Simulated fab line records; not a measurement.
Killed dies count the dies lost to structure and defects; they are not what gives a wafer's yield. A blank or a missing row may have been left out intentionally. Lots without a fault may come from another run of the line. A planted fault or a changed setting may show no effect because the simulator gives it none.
fab line records	flow n5Finfet
[record] lots = 7	wafers = 21
route steps=1938 shown BEOL_M12@1605 BEOL_M14@1718 BEOL_M15@1819 MIM_BOT@1833 MIM_TOP_LITHO@1843 PASSIVATION@1922
startH: start of the lot's first displayed wafer, in hours after the record's first day	waitH: hours from the lot's prior step to this one	" the same as in the row above	L1.1+2: a single row standing in for several wafers	- value missing, or start not given	* or withheld: withheld	< > ~ a bound
route shown NAME@n: names a module that has steps shown in the file, with the first one's number in the route	usual: average and standard deviation across the fault-free wafers	same: alike in all rows	chamber/n: place in a boat	sites: the reading at each site	_std_site: standard deviation of those values	_edge_site: outer sites' mean less inner sites'	radiusMm: how far each site lies from the wafer's centre	mask NAME#n: copy n	behind: the most recent tool/chamber to have shaped the wafer	hold: why the lot went on hold/how many hours it stayed there/how the hold came to an end	device: transistor that didn't switch, given as n, p or np	end of line: tests of these same wafers at the route's end	a step with no rows: only its recipe	killed: dies that structure and defects cost at the first sort, which is not the same as the wafer's yield	map: per-die view of a wafer (x killed, . not killed, _ where there is no die)
set.NAME: the setting the step ran with; set.NAME@STEP: the setting that earlier step ran with	model.NAME: the simulator's own value behind a step, which no gauge read
lots run with intentionally changed settings; tables by step, rows by wafer
[[steps]]
[step N5_BEOL_M12_COAT_04]
[recipe] spinRpm = 1625	resistThkNm = 400
lot.wafer	tool	chamber	startH	waitH	set.spinRpm	model.coat_of_BEOL_M12_COAT_04.thkNm
L078.2	lithoTrack-02	0	-	-	1625	401
L078.5	"	0	"	"	1625	400.8
L078.6	"	0	"	"	1625	400.2
L081.1	lithoTrack-02	0	-	-	1625	399.8
L081.4	"	0	"	"	1475	418.6
L081.5	"	0	"	"	1475	418.8
L083.1	lithoTrack-02	0	-	-	1701	390.8
L083.2	"	0	"	"	1701	390
L083.3	"	0	"	"	1625	401.2
L089.2+3	lithoTrack-03	0	-	-	1625	401.6
L089.5	"	0	"	"	1547	412
L088.4+5	lithoTrack-02	0	-	-	1625	399.8
L088.6	"	0	"	"	1625	398.6
L090.1	lithoTrack-03	0	-	-	1789	382.2
L090.2	"	0	"	"	1789	381.6
L090.4	"	0	"	"	1789	382.4
L093.1	lithoTrack-03	0	-	-	1625	401.6
L093.2	"	0	"	"	1444	424.6
L093.6	"	0	"	"	1444	425.6
[step N5_BEOL_M12_EBR_06]
[recipe] solvent = PGMEA	ebrWidthMm = 1.5
[step N5_BEOL_M12_SOFTBAKE_05]
[recipe] tempC = 130	timeS = 60
[step N5_BEOL_M12_DESCUM_15]
[recipe] chemistry = O2	timeS = 7.9	sourcePowerW = 50	biasPowerW = 20	pressureMtorr = 20	rfFrequencyHz = 2.712e+07	tempC = 40	o2FlowSccm = 225
[step N5_BEOL_M12_ETCH_59]
[recipe] chemistry = N2/H2	target = BARC	targetDepthA = 890	overetchA = 267	timeS = 67.9	ionEnergyEv = 200	pressureMtorr = 30	sourceW = 840	biasW = 150	n2FlowSccm = 200	h2FlowSccm = 200
lot.wafer	tool	chamber	startH	waitH	set.spinRpm@BEOL_M12_COAT_04	model.coat_of_BEOL_M12_COAT_04.thkNm
L078.2	rieDiel-05	1	268.52	0.0	1625	317.2
L078.5	"	3	"	"	1625	319.4
L078.6	"	2	"	"	1625	317
L081.1	rieDiel-01	0	279.49	0.0	1625	319
L081.4	"	1	"	"	1475	339.2
L081.5	"	2	"	"	1475	334.4
L083.1	rieDiel-05	1	282.23	0.0	1701	306.8
L083.2	"	0	"	"	1701	309
L083.3	"	3	"	"	1625	319.8
L089.2	rieDiel-05	1	316.17	0.0	1625	317.2
L089.3	"	2	"	"	1625	318.8
L089.5	"	1	"	"	1547	327
L088.4+6	rieDiel-06	3,0	322.69	0.0	1625	318.6
L088.5	"	1	"	"	1625	314.2
L090.1+4	rieDiel-01	0	331.71	0.0	1789	301.6
L090.2	"	2	"	"	1789	297.4
L093.1	rieDiel-06	3	355.92	0.0	1625	320
L093.2	"	1	"	"	1444	339.4
L093.6	"	3	"	"	1444	344
[step N5_BEOL_M12_VIA_ETCH_16]
[recipe] chemistry = C4F8/O2/Ar	target = SiOC	pressureMtorr = 30	sourceW = 3000	biasW = 700	Ar_flow_sccm = 400	C4F8_flow_sccm = 15	O2_flow_sccm = 8	heInnerTorr = 15	heOuterTorr = 30	targetDepthA = 7248	timeS = withheld	ionEnergyEv = 250	ends = cleared
lot.wafer	tool	chamber	startH	waitH	set.spinRpm@BEOL_M12_COAT_04	model.coat_of_BEOL_M12_COAT_04.thkNm
L078.2	rieDiel-05	1	268.58	0.0	1625	122.8
L078.5	"	3	"	"	1625	121.6
L078.6	"	2	"	"	1625	120
L081.1	rieDiel-01	0	279.54	0.0	1625	129.2
L081.4	"	1	"	"	1475	145.6
L081.5	"	2	"	"	1475	139.6
L083.1	rieDiel-05	1	282.28	0.0	1701	112
L083.2	"	0	"	"	1701	117.4
L083.3	"	3	"	"	1625	124.8
L089.2	rieDiel-05	1	316.22	0.0	1625	123.2
L089.3	"	2	"	"	1625	126.2
L089.5	"	1	"	"	1547	130.4
L088.4	rieDiel-06	3	322.74	0.0	1625	124.2
L088.5	"	1	"	"	1625	119.6
L088.6	"	0	"	"	1625	123.6
L090.1	rieDiel-01	0	331.79	0.1	1789	108
L090.2	"	2	"	"	1789	102.8
L090.4	"	0	"	"	1789	104.6
L093.1	rieDiel-06	3	355.98	0.0	1625	126.2
L093.2	"	1	"	"	1444	146.6
L093.6	"	3	"	"	1444	148.8
[step N5_BEOL_M12_STRIP_63]
[recipe] chemistry = N2/H2	powerW = 1000	tempC = 250	h2Frac = 0.65	overashFraction = 0.3	pressureMtorr = 1000	n2FlowSccm = 1750	h2FlowSccm = 3250
[usual] stripTimeToEndpointS = 42.4/0.86
lot.wafer	tool	chamber	startH	waitH	set.spinRpm@BEOL_M12_COAT_04	stripTimeToEndpointS
L078.2	plasmaAsher-02	1	268.77	-	1625	42.5
L078.5	"	1	"	"	1625	42.1
L078.6	"	0	"	"	1625	41.7
L081.1	plasmaAsher-02	0	279.74	-	1625	44.1
L081.4	"	1	"	"	1475	48.5
L081.5	"	1	"	"	1475	46.9
L083.1	plasmaAsher-01	0	282.48	-	1701	39.5
L083.2	"	1	"	"	1701	41.0
L083.3	"	0	"	"	1625	43.0
L089.2	plasmaAsher-01	0	316.42	-	1625	42.5
L089.3	"	1	"	"	1625	43.4
L089.5	"	0	"	"	1547	44.5
L088.4	plasmaAsher-01	0	322.96	-	1625	42.8
L088.5	"	0	"	"	1625	41.6
L088.6	"	1	"	"	1625	42.6
L090.1	plasmaAsher-02	0	332.08	-	1789	38.4
L090.2	"	1	"	"	1789	37.0
L090.4	"	0	"	"	1789	37.5
L093.1	plasmaAsher-01	1	356.18	-	1625	43.4
L093.2	"	0	"	"	1444	48.8
L093.6	"	0	"	"	1444	49.4
[step N5_BEOL_M14_COAT_58]
[recipe] resist = BARC	tempC = 205	timeS = 60	spinRpm = 1500	resistThkNm = 89
lot.wafer	tool	chamber	startH	waitH	set.spinRpm	model.BARC_of_BEOL_M14_COAT_58.thkNm
L078.2	lithoTrack-03	0	277.36	0.0	1500	89.6
L078.5+6	"	0	"	"	1500	89.4
L081.1	lithoTrack-02	0	289.99	0.0	1500	88.6
L081.4	"	0	"	"	1500	89
L081.5	"	0	"	"	1500	88.8
L083.1+3	lithoTrack-03	0	290.58	0.0	1452	90.4
L083.2	"	0	"	"	1500	89.2
L089.2+3	lithoTrack-03	0	326.23	0.0	1352	93.6
L089.5	"	0	"	"	1352	93.2
L088.4+5	lithoTrack-01	0	334.85	0.0	1500	89.4
L088.6	"	0	"	"	1500	89.6
L090.1	lithoTrack-03	0	350.25	0.0	1500	89.2
L090.2	"	0	"	"	1407	92
L090.4	"	0	"	"	1407	92.6
L093.1	lithoTrack-02	0	371.26	0.0	1500	88.8
L093.2	"	0	"	"	1500	88.6
L093.6	"	0	"	"	1589	86
[step N5_BEOL_M14_EXPOSE_07]
[recipe] maskId = V13	na = 0.8	sourceShape = annular	sigmaInner = 0.5	sigmaOuter = 0.8	polarization = unpolarized	attpsmPhaseDeg = 180	doseMj = 57
lot.wafer	tool	chamber	startH	waitH	mask	set.doseMj
L078.2+5+6	krfScanner-02	0	277.59	-	V13#0	57
L081.1+5	krfScanner-01	0	290.22	-	V13#0	57
L081.4	"	0	"	"	V13#0	60.27
L083.1+3	krfScanner-02	0	290.81	-	V13#0	58.6
L083.2	"	0	"	"	V13#0	57
L089.2	krfScanner-02	0	326.34	-	V13#0	60.95
L089.3+5	"	0	"	"	V13#0	57
L088.4+6	krfScanner-01	0	334.96	-	V13#0	57
L088.5	"	0	"	"	V13#0	55.62
L090.1+4	krfScanner-01	0	350.35	-	V13#0	59.76
L090.2	"	0	"	"	V13#0	57
L093.1+2	krfScanner-01	0	371.36	-	V13#0	60.35
L093.6	"	0	"	"	V13#0	57
[step N5_BEOL_M14_PEB_08]
[recipe] pebTempC = 130	pebTimeS = 90
[step N5_BEOL_M14_DEVELOP_09]
[recipe] developTimeS = 45	rinseLiquid = diw	dry = airSpin	devTempC = 21
[step N5_BEOL_M14_HARDBAKE_14]
[recipe] tempC = 130	timeS = 120
[step N5_BEOL_M14_CD_MEAS_10]
[recipe] targetCdNm = 250	landingEnergyEv = 500	detector = seInlens	polarity = opening
[usual] cdNm = 250.8/1.9
lot.wafer	tool	chamber	startH	waitH	set.doseMj@BEOL_M14_EXPOSE_07	cdNm
L078.2	cdSem-01	0	277.76	-	57	248.7
L078.5	"	0	"	"	57	253.4
L078.6	"	0	"	"	57	250.4
L081.1	cdSem-03	0	290.39	-	57	252.0
L081.4	"	0	"	"	60.27	261.8
L081.5	"	0	"	"	57	250.1
L083.1	cdSem-01	0	290.98	-	58.6	257.9
L083.2	"	0	"	"	57	251.8
L083.3	"	0	"	"	58.6	258.0
L089.2	cdSem-01	0	326.51	-	60.95	262.1
L089.3	"	0	"	"	57	248.2
L089.5	"	0	"	"	57	251.2
L088.4	cdSem-01	0	335.13	-	57	252.5
L088.5	"	0	"	"	55.62	246.0
L088.6	"	0	"	"	57	251.6
L090.1	cdSem-01	0	350.52	-	59.76	258.0
L090.2	"	0	"	"	57	249.0
L090.4	"	0	"	"	59.76	258.1
L093.1	cdSem-01	0	371.53	-	60.35	258.7
L093.2	"	0	"	"	60.35	262.5
L093.6	"	0	"	"	57	251.3
[step N5_BEOL_M14_DESCUM_15]
[recipe] chemistry = O2	timeS = 7.9	sourcePowerW = 50	biasPowerW = 20	pressureMtorr = 20	rfFrequencyHz = 2.712e+07	tempC = 40	o2FlowSccm = 225
[step N5_BEOL_M14_ETCH_59]
[recipe] chemistry = N2/H2	target = BARC	targetDepthA = 890	overetchA = 267	timeS = 67.9	ionEnergyEv = 200	pressureMtorr = 30	sourceW = 840	biasW = 150	n2FlowSccm = 200	h2FlowSccm = 200
lot.wafer	tool	chamber	startH	waitH	set.spinRpm@BEOL_M14_COAT_58	model.etch.depthNm
L078.2	rieDiel-01	2	277.88	0.0	1500	89.55
L078.5	"	1	"	"	1500	89.41
L078.6	"	0	"	"	1500	89.37
L081.1	rieDiel-01	2	290.51	0.0	1500	88.54
L081.4	"	0	"	"	1500	88.98
L081.5	"	3	"	"	1500	88.82
L083.1	rieDiel-01	2	291.56	0.0	1452	90.41
L083.2	"	1	"	"	1500	89.2
L083.3	"	3	"	"	1452	90.38
L089.2	rieDiel-06	2	326.63	0.0	1352	93.68
L089.3	"	1	"	"	1352	93.54
L089.5	"	0	"	"	1352	93.27
L088.4	rieDiel-01	3	335.66	0.0	1500	89.42
L088.5	"	2	"	"	1500	89.37
L088.6	"	0	"	"	1500	89.6
L090.1	rieDiel-06	3	350.65	0.0	1500	89.27
L090.2	"	1	"	"	1407	92.05
L090.4	"	0	"	"	1407	92.62
L093.1	rieDiel-01	2	371.65	0.0	1500	88.78
L093.2	"	3	"	"	1500	88.55
L093.6	"	3	"	"	1589	86.09
[step N5_BEOL_M14_VIA_ETCH_16]
[recipe] chemistry = C4F8/O2/Ar	target = SiO2	heInnerTorr = 15	heOuterTorr = 30	targetDepthA = 12313	timeS = withheld	ionEnergyEv = 800	pressureMtorr = 20	sourceW = 1905	biasW = 2040	Ar_flow_sccm = 400	C4F8_flow_sccm = 16	O2_flow_sccm = 12	ends = cleared
[step N5_BEOL_M14_STRIP_63]
[recipe] chemistry = O2	powerW = 600	tempC = 60	pressureMtorr = 30	rfFrequencyHz = 6e+07	biasPowerW = 0	overashFraction = 0.3	o2FlowSccm = 225
[step N5_BEOL_M14_STRIP_71]
[recipe] chemistry = postEtchResidueRemover	timeS = 60	tempC = 25	removerPh = withheld	removerWaterWtPct = withheld	removerFluorideWtPct = withheld
[step N5_BEOL_M14_SRD_72]
[recipe] timeS = 30	tempC = 23	rinseLiquid = diw	dry = n2Spin	spinRpm = 1500	dryTimeS = 30
[step N5_BEOL_M14_CD_MEAS_17]
[recipe] targetCdNm = 250	polarity = opening
[usual] cdNm = 251.6/2.3
lot.wafer	tool	chamber	startH	waitH	set.doseMj@BEOL_M14_EXPOSE_07	cdNm
L078.2	cdSem-01	-	278.28	0.0	57	249.3
L078.5	"	-	"	"	57	255.2
L078.6	"	-	"	"	57	251.0
L081.1	cdSem-01	-	290.91	0.0	57	253.6
L081.4	"	-	"	"	60.27	263.0
L081.5	"	-	"	"	57	253.9
L083.1	cdSem-01	-	291.96	0.0	58.6	257.7
L083.2	"	-	"	"	57	251.7
L083.3	"	-	"	"	58.6	259.5
L089.2	cdSem-02	-	327.03	0.0	60.95	263.6
L089.3	"	-	"	"	57	249.2
L089.5	"	-	"	"	57	251.9
L088.4	cdSem-01	-	336.04	0.0	57	254.2
L088.5	"	-	"	"	55.62	245.4
L088.6	"	-	"	"	57	250.6
L090.1	cdSem-03	-	351.05	0.0	59.76	256.7
L090.2	"	-	"	"	57	250.1
L090.4	"	-	"	"	59.76	257.3
L093.1	cdSem-03	-	372.05	0.0	60.35	257.7
L093.2	"	-	"	"	60.35	264.6
L093.6	"	-	"	"	57	253.5
[step N5_BEOL_M15_SPUTTER_43]
[recipe] material = TaN	targetThkA = 150	tempC = 50	biasV = 168.6	powerW = 15000	chamberPressurePa = 0.12	timeS = 24.19
lot.wafer	tool	chamber	startH	waitH	set.powerW	model.TaN_of_BEOL_M15_SPUTTER_43.thkNm
L078.2	pvdSputter-02	-	287.59	0.0	15000	15.4
L078.5+6	"	-	"	"	15000	15.2
L083.1+2+3	pvdSputter-02	-	302.70	0.0	15000	15.4
L081.1	pvdSputter-03	-	304.11	0.0	15000	15.2
L081.4+5	"	-	"	"	14010	14.2
L089.2	pvdSputter-02	-	341.58	0.0	15000	15.2
L089.3	"	-	"	"	16870	17
L089.5	"	-	"	"	15000	15
L088.4	pvdSputter-03	-	352.71	0.0	15000	15
L088.5	"	-	"	"	15000	15.4
L088.6	"	-	"	"	15000	15.2
L090.1+2	pvdSputter-01	-	359.78	0.0	15000	15.2
L090.4	"	-	"	"	15000	15
L093.1	pvdSputter-02	-	384.73	0.0	14180	14.6
L093.2	"	-	"	"	15000	15.2
L093.6	"	-	"	"	15000	15.4
[step N5_BEOL_M15_SPUTTER_44]
[recipe] material = Ta	targetThkA = 150	tempC = 50	biasV = 80	powerW = 15000	chamberPressurePa = 0.07	timeS = 24.19
lot.wafer	tool	chamber	startH	waitH	set.powerW	model.Ta_of_BEOL_M15_SPUTTER_44.thkNm
L078.2+5	pvdSputter-02	-	287.67	0.0	15000	14.4
L078.6	"	-	"	"	15000	14.8
L083.1	pvdSputter-02	-	302.78	0.0	15000	15.2
L083.2	"	-	"	"	12820	12.8
L083.3	"	-	"	"	12820	13
L081.1	pvdSputter-03	-	304.19	0.0	15000	15.2
L081.4+5	"	-	"	"	15000	15
L089.2+5	pvdSputter-02	-	341.66	0.0	13200	13.2
L089.3	"	-	"	"	15000	15
L088.4	pvdSputter-03	-	352.79	0.0	15000	15.2
L088.5+6	"	-	"	"	15000	15
L090.1	pvdSputter-01	-	359.86	0.0	15000	15
L090.2	"	-	"	"	15000	14.8
L090.4	"	-	"	"	17250	17.2
L093.1+6	pvdSputter-02	-	384.81	0.0	15000	14.8
L093.2	"	-	"	"	15000	15
[step N5_MIM_BOT_SPUTTER_00]
[recipe] material = TiN	targetThkA = 350	tempC = 200	powerW = 3000	chamberPressurePa = 0.49996	gas = Ar	reactivePartialPa = 0.37997	timeS = 89.7
lot.wafer	tool	chamber	startH	waitH	set.powerW	model.TiN_of_MIM_BOT_SPUTTER_00.thkNm
L078.2	pvdSputter-02	-	291.23	0.0	3000	35
L078.5+6	"	-	"	"	3000	34.8
L083.1	pvdSputter-03	-	305.91	0.0	3000	34.6
L083.2+3	"	-	"	"	3420	39.6
L081.1+5	pvdSputter-02	-	306.56	0.0	3000	35
L081.4	"	-	"	"	2816	32.4
L089.2	pvdSputter-03	-	351.35	0.0	2490	28.6
L089.3	"	-	"	"	3000	34.8
L089.5	"	-	"	"	2490	29
L088.4	pvdSputter-02	-	356.82	0.0	3000	35.8
L088.5	"	-	"	"	3000	35.4
L088.6	"	-	"	"	3000	35.6
L090.1	pvdSputter-02	-	362.16	0.0	3427	40.2
L090.2	"	-	"	"	3000	34.8
L090.4	"	-	"	"	3427	39.4
L093.1	pvdSputter-02	-	391.49	0.0	3000	35.2
L093.2	"	-	"	"	3000	35.6
L093.6	"	-	"	"	3000	35
[step N5_MIM_TOP_LITHO_EXPOSE_05]
[recipe] maskId = MIM_TOP	na = 0.55	sourceShape = conventional	sigmaOuter = 0.8	polarization = unpolarized	targetCdNm = 2000	doseMj = 20.5
lot.wafer	tool	chamber	startH	waitH	mask	set.doseMj
L078.2+5+6	krfScanner-02	0	292.04	-	MIM_TOP#0	20.5
L083.1+2+3	krfScanner-01	0	306.90	-	MIM_TOP#0	20.1
L081.1+4	krfScanner-02	0	308.99	-	MIM_TOP#0	21.64
L081.5	"	0	"	"	MIM_TOP#0	20.5
L089.2+3	krfScanner-02	0	352.29	-	MIM_TOP#0	20.5
L089.5	"	0	"	"	MIM_TOP#0	21.85
L088.4	krfScanner-02	0	359.61	-	MIM_TOP#0	20
L088.5+6	"	0	"	"	MIM_TOP#0	20.5
L090.1+2+4	krfScanner-01	0	366.51	-	MIM_TOP#0	20.5
L093.1+6	krfScanner-02	0	392.85	-	MIM_TOP#0	20.5
L093.2	"	0	"	"	MIM_TOP#0	19.57
[step N5_MIM_TOP_LITHO_PEB_06]
[recipe] pebTempC = withheld	pebTimeS = *
[step N5_MIM_TOP_LITHO_DEVELOP_07]
[recipe] developTimeS = 60	rinseLiquid = diw	dry = airSpin	devTempC = 21
[step N5_MIM_TOP_LITHO_HARDBAKE_09]
[recipe] tempC = 130	timeS = 120
[step N5_MIM_TOP_LITHO_CD_MEAS_08]
[recipe] targetCdNm = 2000	landingEnergyEv = 500	detector = seInlens
[usual] cdNm = 2000.3/2.2
lot.wafer	tool	chamber	startH	waitH	set.doseMj@MIM_TOP_LITHO_EXPOSE_05	cdNm
L078.2	cdSem-01	0	292.22	-	20.5	1995.9
L078.5	"	0	"	"	20.5	1997.5
L078.6	"	0	"	"	20.5	2002.2
L083.1	cdSem-01	0	307.07	-	20.1	2004.0
L083.2	"	0	"	"	20.1	2003.4
L083.3	"	0	"	"	20.1	2003.2
L081.1	cdSem-03	0	309.16	-	21.64	1986.7
L081.4	"	0	"	"	21.64	1987.9
L081.5	"	0	"	"	20.5	1998.7
L089.2	cdSem-03	0	352.46	-	20.5	2002.0
L089.3	"	0	"	"	20.5	2003.4
L089.5	"	0	"	"	21.85	1989.4
L088.4	cdSem-03	0	359.78	-	20	2004.6
L088.5	"	0	"	"	20.5	2000.5
L088.6	"	0	"	"	20.5	1997.8
L090.1	cdSem-02	0	366.69	-	20.5	2001.1
L090.2	"	0	"	"	20.5	2003.5
L090.4	"	0	"	"	20.5	2002.4
L093.1	cdSem-03	0	393.02	-	20.5	2003.9
L093.2	"	0	"	"	19.57	2009.8
L093.6	"	0	"	"	20.5	1998.5
[step N5_PASSIVATION_PEB_42]
[recipe] pebTempC = withheld	pebTimeS = *
lot.wafer	tool	chamber	startH	waitH	set.pebTimeS
L078.2+5+6	lithoTrack-02	0	300.53	0.0	*
L083.1+3	lithoTrack-02	0	313.95	0.1	*
L083.2	"	0	"	"	*
L081.1+5	lithoTrack-02	0	317.72	0.1	*
L081.4	"	0	"	"	*
L089.2+3	lithoTrack-01	0	358.17	0.0	*
L089.5	"	0	"	"	*
L088.4	lithoTrack-01	0	369.30	0.0	*
L088.5+6	"	0	"	"	*
L090.1+4	lithoTrack-02	0	373.32	0.1	*
L090.2	"	0	"	"	*
L093.1+2	lithoTrack-03	0	402.44	0.1	*
L093.6	"	0	"	"	*
[[key]]
[split] step = N5_BEOL_M12_COAT_04	setting = spinRpm	stated = 1625	by = wafer
[response] step = N5_BEOL_M12_COAT_04	reading = model.coat_of_BEOL_M12_COAT_04.thkNm	change = -2.11	per = 1%	r = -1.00
[response] step = N5_BEOL_M12_ETCH_59	reading = model.coat_of_BEOL_M12_COAT_04.thkNm	change = -1.99	per = 1%	r = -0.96
[response] step = N5_BEOL_M12_VIA_ETCH_16	reading = model.coat_of_BEOL_M12_COAT_04.thkNm	change = -1.72	per = 1%	r = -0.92
[response] step = N5_BEOL_M12_STRIP_63	reading = stripTimeToEndpointS	change = *	per = 1%	r = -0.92
[split] step = N5_BEOL_M14_COAT_58	setting = spinRpm	stated = 1500	by = wafer
[response] step = N5_BEOL_M14_COAT_58	reading = model.BARC_of_BEOL_M14_COAT_58.thkNm	change = -0.466	per = 1%	r = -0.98
[response] step = N5_BEOL_M14_ETCH_59	reading = model.etch.depthNm	change = -0.455	per = 1%	r = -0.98
[split] step = N5_BEOL_M14_EXPOSE_07	setting = doseMj	stated = 57	by = wafer
[response] step = N5_BEOL_M14_CD_MEAS_10	reading = cdNm	change = +1.82	per = 1%	r = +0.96
[response] step = N5_BEOL_M14_CD_MEAS_17	reading = cdNm	change = +1.69	per = 1%	r = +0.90
[split] step = N5_BEOL_M15_SPUTTER_43	setting = powerW	stated = 15000	by = wafer
[response] step = N5_BEOL_M15_SPUTTER_43	reading = model.TaN_of_BEOL_M15_SPUTTER_43.thkNm	change = +0.149	per = 1%	r = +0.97
[split] step = N5_BEOL_M15_SPUTTER_44	setting = powerW	stated = 15000	by = wafer
[response] step = N5_BEOL_M15_SPUTTER_44	reading = model.Ta_of_BEOL_M15_SPUTTER_44.thkNm	change = +0.154	per = 1%	r = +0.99
[split] step = N5_MIM_BOT_SPUTTER_00	setting = powerW	stated = 3000	by = wafer
[response] step = N5_MIM_BOT_SPUTTER_00	reading = model.TiN_of_MIM_BOT_SPUTTER_00.thkNm	change = +0.357	per = 1%	r = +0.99
[split] step = N5_MIM_TOP_LITHO_EXPOSE_05	setting = doseMj	stated = 20.5	by = wafer
[response] step = N5_MIM_TOP_LITHO_CD_MEAS_08	reading = cdNm	change = -2.02	per = 1%	r = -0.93
[split] step = N5_PASSIVATION_PEB_42	setting = pebTimeS	stated = *	by = wafer
response none in this file
